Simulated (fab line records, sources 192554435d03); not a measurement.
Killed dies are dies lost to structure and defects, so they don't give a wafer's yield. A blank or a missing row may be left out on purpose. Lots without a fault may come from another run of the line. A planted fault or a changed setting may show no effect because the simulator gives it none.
fab line records | flow n5_finfet
record lots=9 wafers=27 last_day=17
route steps=1938 shown SD_EPI_P@312 ILD0@342 GATE_CUT@512 BEOL_M4@1111
lots that met no fault: from a run of the same line without faults
start_h: hours from the record's first day to the start of the lot's first wafer shown | wait_h: hours since the lot's step before | " the same as in the row above | L1.1+2: a row that stands for several wafers | - no value, or no start given | * or withheld: withheld | < > ~ a bound
route shown NAME@n: a module of which the file shows steps, and the number in the route of the first | usual: mean/standard deviation of fault-free wafers | same: alike in all rows | chamber/n: place in a boat | sites: the reading at each site | _std_site: their standard deviation | _edge_site: outer sites' mean less inner sites' | radius_mm: how far each site lies from the wafer's centre | mask NAME#n: copy n | behind: the tool/chamber that last shaped the wafer | hold: why the lot was held/for how many hours/how that ended | device: the transistor (n, p or np) that didn't switch | end of line: the same wafers' tests at the end of the route | a step without rows: its recipe alone | killed: dies lost to structure and defects at the first sort, not the wafer's yield | map: a wafer's dies, x killed, . not, _ none there
set.NAME: the setting as run; set.NAME@STEP: as run at that earlier step | model.NAME: the simulator's own value behind a step, which no gauge read
steps of the route over a sample of lots; a table a step, a row a wafer
services: from which hour (start_h, from the record's first day; less than 0 if before it) a tool's chamber was out of use, for how many hours, and why
## steps
# step N5_SD_EPI_P_ETCH_16
# recipe chemistry=CHF3/O2 target=SiO2 target_depth_a=50 mask_material=SOC pressure_mtorr=30 source_w=650 bias_w=170 Ar_flow_sccm=200 CHF3_flow_sccm=50 O2_flow_sccm=5 ion_energy_ev=200
# usual drypump_motor_current_A=5.6/0.52 mfc_ar_sccm=200.0/0.6 oes_product_au=0.78/0.067 rf_vpp_V=523/10 showerhead_plenum_p_Torr=2.44/0.098 throttle_valve_pct=18.98/0.2
# columns lot.wafer tool chamber start_h wait_h drypump_motor_current_A mfc_ar_sccm oes_product_au rf_hours_counter_h rf_vpp_V showerhead_plenum_p_Torr throttle_valve_pct
L767.1 rie_diel-02 2 56.67 0.1 6.1 200.0 0.82 76 520 2.25 19.17
L767.2 " 0 " " 5.3 200.6 0.77 131 524 2.43 19.16
L767.4 " 3 " " 5.6 199.6 0.92 15 525 2.58 18.88
L769.2 rie_diel-03 3 69.86 0.1 5.9 200.3 0.81 74 538 2.53 18.89
L769.3 " 1 " " 5.2 200.5 0.76 121 505 2.42 19.10
L769.5 " 3 " " 5.9 200.7 0.81 - 538 2.53 18.89
L776.2 rie_diel-03 1 109.98 0.1 5.2 199.4 0.76 134 505 2.42 19.14
L776.4 " 3 " " 5.9 200.1 0.80 87 538 2.52 18.90
L776.5 " 3 " " 5.8 200.4 0.79 - 536 2.53 18.90
L777.2 rie_diel-03 2 117.20 0.1 6.4 200.2 0.77 140 540 2.51 18.72
L777.5 " 1 " " 5.2 200.2 0.74 - 505 2.42 19.12
L777.6 " 2 " " 6.4 200.4 0.76 - 539 2.51 18.74
L781.3 rie_diel-01 2 140.74 0.1 4.8 199.5 0.98 6 517 2.57 18.82
L781.5 " 2 " " 4.8 198.9 0.96 - 517 2.56 18.82
L781.6 " 3 " " 5.2 200.0 0.78 - 517 2.43 19.20
L784.2 rie_diel-01 2 157.00 0.1 4.8 199.0 0.95 11 517 2.56 18.82
L784.3 " 3 " " 5.2 200.6 0.77 150 516 2.43 19.22
L784.5 " 1 " " 5.8 200.4 0.87 - 529 2.54 18.99
L787.1 rie_diel-01 0 174.53 0.1 6.2 199.7 0.71 186 522 2.49 19.00
L787.4 " 3 " " 5.2 199.4 0.77 154 516 2.42 19.22
L787.6 " 1 " " 5.8 200.2 0.87 - 528 2.53 19.00
L789.1 rie_diel-01 2 190.09 0.1 4.8 199.4 0.93 20 517 2.56 18.82
L789.3 " 3 " " 5.2 199.7 0.76 159 516 2.42 19.22
L789.5 " 3 " " 5.2 199.5 0.76 - 516 2.42 19.22
L790.3 rie_diel-01 3 192.08 0.1 5.2 200.0 0.76 160 514 2.42 19.21
L790.4 " 2 " " 4.8 199.6 0.93 - 518 2.56 18.82
L790.6 " 0 " " 6.2 200.5 0.71 - 522 2.49 18.99
# step N5_SD_EPI_P_STRIP_40
# recipe chemistry=N2/H2 power_w=1000 temp_c=250 h2_frac=0.65 overash_fraction=0.3 pressure_mtorr=withheld n2_flow_sccm=1750 h2_flow_sccm=3250
# usual drypump_motor_current_A=5.6/0.62 heater_power_w=335/54 n2_flow_sccm=1750/5.5 oes_product_au=0.761/0.011
# same overash_fraction=0.3
# columns lot.wafer tool chamber start_h wait_h drypump_motor_current_A heater_power_w n2_flow_sccm oes_product_au rf_hours_counter_h
L767.1 plasma_asher-01 0 56.88 0.0 5.1 351 1764 0.741 80
L767.2 " 1 " " 6.5 284 1746 0.783 80
L767.4 " 1 " " 6.5 269 1759 0.770 -
L769.2 plasma_asher-01 1 70.07 0.0 6.5 271 1751 0.761 83
L769.3 " 1 " " 6.5 277 1748 0.766 -
L769.5 " 0 " " 5.1 344 1758 0.744 -
L776.2 plasma_asher-01 1 110.19 0.0 6.5 272 1746 0.770 89
L776.4 " 1 " " 6.5 271 1740 0.772 -
L776.5 " 0 " " 5.1 336 1748 0.740 -
L777.2 plasma_asher-01 1 117.41 0.0 6.5 272 1753 0.773 91
L777.5 " 0 " " 5.1 337 1744 0.768 -
L777.6 " 1 " " 6.5 271 1751 0.751 -
L781.3 plasma_asher-01 0 140.97 0.0 5.1 340 1759 0.763 -
L781.5 " 1 " " 6.5 272 1747 0.762 -
L781.6 " 0 " " 5.1 344 1749 0.763 -
L784.2 plasma_asher-02 1 157.24 0.0 5.1 413 1757 0.772 51
L784.3 " 1 " " 5.1 423 1761 0.767 -
L784.5 " 1 " " 5.1 425 1753 0.740 -
L787.1 plasma_asher-02 1 174.75 0.0 5.1 431 1759 0.774 54
L787.4 " 0 " " 5.5 348 1752 0.760 -
L787.6 " 0 " " 5.5 342 1757 0.755 -
L789.1 plasma_asher-01 1 190.31 0.0 6.5 275 1748 0.746 106
L789.3 " 0 " " 5.0 332 1743 0.761 -
L789.5 " 1 " " 6.5 270 1752 0.779 -
L790.3 plasma_asher-01 1 192.32 0.0 6.5 271 1753 0.766 -
L790.4 " 0 " " 5.1 340 1752 0.768 -
L790.6 " 1 " " 6.5 275 1743 0.756 -
# step N5_ILD0_PRECLEAN_10
# recipe chemistry=NF3:NH3 afs_cycles=5 time_s=20 temp_c=30 sublimation_temp_c=180 sublimation_time_s=60 pressure_torr=3 rf_power_w=30
# usual sublimation_temp_c=180.03/0.14 time_s=20/0
# columns lot.wafer tool chamber start_h wait_h sublimation_temp_c time_s
L767.1 remote_plasma-02 0 63.62 0.0 180.13 20
L767.2 " 0 " " 180.03 20
L767.4 " 0 " " 180.31 20
L769.2 remote_plasma-01 1 76.95 0.1 179.89 20
L769.3 " 1 " " 180.01 20
L769.5 " 1 " " 180.00 20
L776.2 remote_plasma-01 1 117.36 0.1 180.16 20
L776.4 " 1 " " 179.88 20
L776.5 " 1 " " 179.95 20
L777.2 remote_plasma-02 0 124.25 0.1 179.89 20
L777.5 " 0 " " 180.14 20
L777.6 " 0 " " 179.97 20
L781.3 remote_plasma-02 0 148.76 0.3 180.06 20
L781.5 " 0 " " 179.93 20
L781.6 " 0 " " 180.21 12.982
L784.2 remote_plasma-02 1 165.07 0.1 180.14 12.982
L784.3 " 1 " " 180.00 20
L784.5 " 1 " " 179.87 20
L787.1 remote_plasma-01 0 181.52 0.0 179.97 20
L787.4 " 0 " " 179.90 20
L787.6 " 0 " " 180.16 20
L789.1 remote_plasma-01 1 197.30 0.0 180.15 20
L789.3 " 1 " " 180.00 20
L789.5 " 1 " " 180.32 20
L790.3 remote_plasma-01 0 199.60 0.3 180.10 20
L790.4 " 0 " " 179.85 20
L790.6 " 0 " " 179.89 20
# step N5_ILD0_THK_MEAS_13
# usual thk_nm=17.4/0.99
# columns lot.wafer tool chamber start_h wait_h thk_nm
L767.1 film_metro-02 - 66.82 - 18.4
L767.2 " - " " 17.8
L767.4 " - " " 17.6
L769.2 film_metro-02 - 80.20 - 18.2
L769.3 " - " " 17.8
L769.5 " - " " 16.1
L776.2 film_metro-02 - 120.45 0.2 17.7
L776.4 " - " " 16.5
L776.5 " - " " 16.7
L777.2 film_metro-01 - 127.31 - 18.3
L777.5 " - " " 17.5
L777.6 " - " " 17.3
L781.3 film_metro-02 - 151.72 - 17.6
L781.5 " - " " 15.3
L781.6 " - " " 17.6
L784.2 film_metro-01 - 168.14 - 17.2
L784.3 " - " " 16.0
L784.5 " - " " 17.9
L787.1 film_metro-01 - 184.92 - 17.0
L787.4 " - " " 17.2
L787.6 " - " " 16.8
L789.1 film_metro-01 - 200.47 - 18.8
L789.3 " - " " 17.5
L789.5 " - " " 18.1
L790.3 film_metro-01 - 202.57 - 19.6
L790.4 " - " " 16.2
L790.6 " - " " 17.3
# step N5_GATE_CUT_THK_MEAS_24
# recipe reads=SiO2_of_GATE_CUT_HM_DEP_46+SiO2_flowable_of_ILD0_FCVD_FILL_01
# usual GC_FILL_THK=219.1/2.2
# columns lot.wafer tool chamber start_h wait_h GC_FILL_THK[nm]
L767.1 film_metro-02 - 87.68 - 217.3
L767.2 " - " " 219.1
L767.4 " - " " 220.8
L769.2 film_metro-01 - 102.01 - 221.0
L769.3 " - " " 222.1
L769.5 " - " " 223.0
L776.2 film_metro-01 - 142.28 - 216.9
L776.4 " - " " 219.0
L776.5 " - " " 217.0
L777.2 film_metro-02 - 149.00 - 217.6
L777.5 " - " " 215.6
L777.6 " - " " 220.5
L781.3 film_metro-02 - 173.22 - 221.0
L781.5 " - " " 220.2
L781.6 " - " " 226.8
L784.2 film_metro-01 - 190.74 - 225.9
L784.3 " - " " 215.6
L784.5 " - " " 219.2
L787.1 film_metro-02 - 207.59 - 212.6
L787.4 " - " " 216.3
L787.6 " - " " 214.1
L789.1 film_metro-02 - 222.06 - 219.3
L789.3 " - " " 221.1
L789.5 " - " " 221.6
L790.3 film_metro-01 - 223.18 - 217.3
L790.4 " - " " 218.4
L790.6 " - " " 216.7
# step N5_BEOL_M4_RC_MEAS_101
# usual DIBL_N=35.9/1.9 DIBL_P=35.8/2.4 IOFF_N=0.15/0.031 IOFF_P=0.21/0.037 ION_N=672/13 ION_P=462/8.3 SS_N=71.5/0.72 SS_P=73.2/0.67 VT_N=250/3.4 VT_P=-250/3.4
# columns lot.wafer tool chamber start_h wait_h DIBL_N[mV/V] DIBL_P[mV/V] IOFF_N[nA/um] IOFF_P[nA/um] ION_N[uA/um] ION_P[uA/um] SS_N[mV/dec] SS_P[mV/dec] VT_N[mV] VT_P[mV]
L767.1 prober-02 0 166.95 0.0 37.0 37.6 0.15 0.22 676 466 71.2 73.8 250 -250
L767.2 " 0 " " 36.5 35.3 0.13 0.18 657 450 71.2 73.2 253 -253
L767.4 " 0 " " 36.5 36.1 0.13 0.19 660 457 71.4 72.7 252 -251
L769.2 prober-02 0 184.98 0.2 32.8 33.2 0.11 0.14 650 452 70.8 72.9 255 -258
L769.3 " 0 " " 33.6 34.1 0.11 0.14 640 435 70.8 73.1 259 -259
L769.5 " 0 " " 32.4 32.9 0.10 0.13 651 444 70.5 72.6 258 -258
L776.2 prober-02 0 220.61 0.2 37.3 35.6 0.15 0.20 661 455 72.2 73.8 252 -250
L776.4 " 0 " " 40.0 39.7 0.20 0.27 683 464 73.4 73.9 248 -249
L776.5 " 0 " " 34.2 33.6 0.11 0.18 652 455 71.5 72.0 255 -252
L777.2 prober-01 0 225.77 0.2 35.1 35.3 0.13 0.17 665 456 70.7 72.8 253 -254
L777.5 " 0 " " 33.3 33.8 0.11 0.15 658 457 70.6 73.1 255 -257
L777.6 " 0 " " 36.9 37.2 0.16 0.20 675 459 72.0 73.7 251 -251
L784.2 prober-02 0 261.13 0.2 39.6 39.5 0.21 0.29 684 476 71.4 74.8 243 -247
L784.3 " 0 " " 38.2 36.9 0.18 0.24 682 469 72.2 73.5 247 -251
L784.5 " 0 " " 36.8 36.1 0.16 0.22 674 464 71.6 73.5 248 -249
L781.3 prober-01 0 261.58 0.3 34.7 34.6 0.13 0.18 674 464 70.5 73.1 248 -256
L781.5 " 0 " " 36.6 36.6 0.15 0.20 669 457 71.8 72.7 251 -250
L781.6 " 0 " " 36.2 35.9 0.14 0.19 683 465 71.5 72.9 253 -252
L787.1 prober-01 0 295.81 0.0 37.3 37.4 0.19 0.26 682 470 71.5 73.0 244 -246
L787.4 " 0 " " 35.4 36.2 0.16 0.23 676 472 70.8 73.6 247 -248
L787.6 " 0 " " 35.8 35.8 0.17 0.23 688 471 70.9 72.9 247 -248
L789.1 prober-01 0 310.02 0.0 38.1 39.6 0.19 0.26 677 462 72.5 74.5 246 -246
L789.3 " 0 " " 37.9 38.2 0.18 0.23 696 474 72.1 74.2 249 -248
L789.5 " 0 " " 35.8 37.0 0.15 0.20 674 464 71.2 74.0 251 -251
L790.3 prober-02 0 313.89 0.3 34.6 33.6 0.13 0.20 674 473 70.6 72.7 250 -251
L790.4 " 0 " " 36.8 35.7 0.17 0.23 690 475 71.4 73.0 249 -247
L790.6 " 0 " " 36.9 35.7 0.16 0.23 682 473 71.3 72.5 253 -247
## services
# columns tool chamber start_h hours kind
rie_diel-01 - 46.39 15.6 pm
rie_diel-03 - 55.82 1.1 repair
rie_diel-03 1 58.99 5.7 repair
rie_diel-02 1 66.08 13.3 repair
rie_diel-01 1 70.81 8.1 repair
rie_diel-01 2 95.05 - clean
rie_diel-01 2 95.05 - consumable_replace:focus_ring
rie_diel-01 2 95.05 - consumable_replace:showerhead
rie_diel-01 2 95.05 24.1 scheduled_down
rie_diel-01 2 95.05 24.1 vent_cycle
rie_diel-02 2 100.33 12.5 repair
plasma_asher-02 - 120.23 10.0 pm
rie_diel-01 - 127.88 1.2 repair
remote_plasma-02 - 135.55 0.4 repair
rie_diel-03 - 138.91 0.2 repair
rie_diel-03 2 153.41 8.3 repair
rie_diel-03 1 168.76 2.7 repair
plasma_asher-01 - 171.54 10.0 pm
rie_diel-01 1 178.44 15.9 repair
## key
first_sign step=N5_ILD0_PRECLEAN_10 reading=time_s direction=down sigmas=99+ usual=* struck=*
effect step=N5_GATE_CUT_THK_MEAS_24 reading=GC_FILL_THK direction=up sigmas=3.3 usual=219.1 struck=226.3
met_at N5_ILD0_PRECLEAN_10
struck_lots L781,L784
struck_wafers L781.6,L784.2
not_acting_at N5_SD_EPI_P_ETCH_16,N5_SD_EPI_P_STRIP_40,N5_ILD0_THK_MEAS_13
onset_between 124.25 148.76
fault kind=process_parameter_drift tool=remote_plasma-02 chamber=- onset_h=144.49 steps=N5_ILD0_PRECLEAN_10 channel=time_s offset=* shape=step end_h=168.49 scope=struck_wafers_only acts_in=* stated=*
